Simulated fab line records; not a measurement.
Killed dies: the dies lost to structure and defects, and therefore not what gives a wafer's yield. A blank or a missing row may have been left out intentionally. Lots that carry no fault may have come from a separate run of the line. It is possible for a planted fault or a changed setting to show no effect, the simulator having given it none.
Matching of chambers + flow n5-finfet + N5_DUMMY_REMOVAL_HM_STRIP_01 on rie-diel-02: 4 sister chambers
The step strips SiNx in CH3F/O2, stops on poly-Si, target depth 4 nm, time 6.8 s. 4 wafers are shown with their chamber, then 7 later ones without.

== EACH WAFER AND ITS CHAMBER ==
| wafer  | chamber | showerhead-plenum-p-Torr (Torr) |
|--------|---------|---------------------------------|
| L084.1 | 2       | 1.92                            |
| L091.4 | 3       | 2.12                            |
| L091.6 | 0       | 1.97                            |
| L092.5 | 1       | 2.03                            |

== WAFERS WITH NO CHAMBER GIVEN ==
| wafer  | showerhead-plenum-p-Torr (Torr) |
|--------|---------------------------------|
| L092.6 | 1.97                            |
| L093.1 | 2.03                            |
| L093.3 | 2.12                            |
| L093.6 | 1.92                            |
| L097.2 | 2.03                            |
| L097.3 | 1.91                            |
| L097.6 | 1.96                            |

== CHAMBER TAKEN BY EACH ==
| wafer  | from the rows above | in truth |
|--------|---------------------|----------|
| L092.6 | 0                   | 0        |
| L093.1 | 1                   | 1        |
| L093.3 | 3                   | 3        |
| L093.6 | 2                   | 2        |
| L097.2 | 1                   | 1        |
| L097.3 | 2                   | 2        |
| L097.6 | 0                   | 0        |
Correct placement for 7 of the 7. From these rows, 0 cannot be placed. Wrongly placed: 0.
How it was worked out, from the rows above alone: a wafer's distance from a chamber is the root of the sum, over the readings, of the square of ((its reading less the chamber's mean) divided by the reading's scatter). The wafer belongs to the nearest chamber; if the next one is less than 2 further off, it can't be placed. A chamber's mean is the mean of its shown wafers. The scatter: with one shown wafer a chamber, the root of the mean of the squares of how far each hidden wafer lies from its nearest shown one.
